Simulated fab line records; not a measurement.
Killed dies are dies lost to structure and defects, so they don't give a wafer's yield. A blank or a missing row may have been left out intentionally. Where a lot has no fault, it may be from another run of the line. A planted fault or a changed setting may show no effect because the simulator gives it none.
Matching of chambers | flow n5_finfet | cvd_co-02 running N5_MOL_CONTACT_COAG_CO_FILL_22: 3 sister chambers
The step material Co, precursor CCTBA/H2, target thk 20 nm. 22 wafers are shown with their chamber, then 11 later ones without.

## EACH WAFER AND ITS CHAMBER
wafer  | chamber | heater_power_w (W) | chamber_pressure_Torr (Torr)
L074.4 | 2       | 259                | 29.87
L074.5 | 0       | 228                | 29.96
L074.6 | 1       | 212                | 29.94
L075.2 | 0       | 225                | 30.05
L075.3 | 2       | 263                | 30.08
L075.4 | 2       | 244                | 30.10
L077.3 | 0       | 230                | 29.92
L077.4 | 0       | 224                | 29.99
L077.5 | 1       | 210                | 30.08
L080.1 | 0       | 237                | 29.91
L080.3 | 2       | 257                | 30.10
L080.4 | 0       | 225                | 29.97
L084.2 | 1       | 197                | 30.04
L084.4 | 0       | 225                | 30.05
L084.5 | 2       | 257                | 29.92
L085.2 | 1       | 199                | 29.98
L085.4 | 2       | 257                | 29.96
L085.6 | 0       | 228                | 29.99
L087.4 | 1       | 197                | 30.00
L087.5 | 0       | 229                | 30.07
L087.6 | 1       | 189                | 29.99
L090.2 | 0       | 230                | 29.99

SIGNATURES (averages over the wafers above)
reading               | chamber 0 | chamber 1 | chamber 2 | scatter within a chamber
heater_power_w        | 228.10    | 200.67    | 256.17    | 6.15
chamber_pressure_Torr | 29.9900   | 30.0050   | 30.0050   | 0.0686
Rule: a wafer's distance from a chamber is the root of the sum, over the readings, of the square of ((its reading less the chamber's mean) divided by the reading's scatter). If the next closest chamber is less than 2 further off than the closest, the wafer can't be placed; otherwise it belongs to the closest. The scatter is the square root of a quotient: the sum, over the shown wafers, of each reading's squared deviation from its chamber's mean, divided by wafers minus chambers.

## WAFERS WITHOUT THEIR CHAMBER
wafer  | heater_power_w (W) | chamber_pressure_Torr (Torr)
L090.3 | 232                | 30.06
L090.4 | 191                | 29.89
L091.1 | 251                | 30.02
L091.5 | 230                | 30.08
L091.6 | 193                | 29.97
L094.1 | 195                | 29.84
L094.2 | 265                | 30.01
L094.5 | 232                | 30.13
L097.2 | 267                | 30.00
L097.3 | 233                | 30.07
L097.4 | 190                | 30.03

## CHAMBER TAKEN BY EACH
wafer  | from the rows above | in truth
L090.3 | 0                   | 0
L090.4 | 1                   | 1
L091.1 | 2                   | 2
L091.5 | 0                   | 0
L091.6 | 1                   | 1
L094.1 | 1                   | 1
L094.2 | 2                   | 2
L094.5 | 0                   | 0
L097.2 | 2                   | 2
L097.3 | 0                   | 0
L097.4 | 1                   | 1
Placed correctly: 11 of 11. Number that these rows cannot place: 0. Placed wrongly: 0.
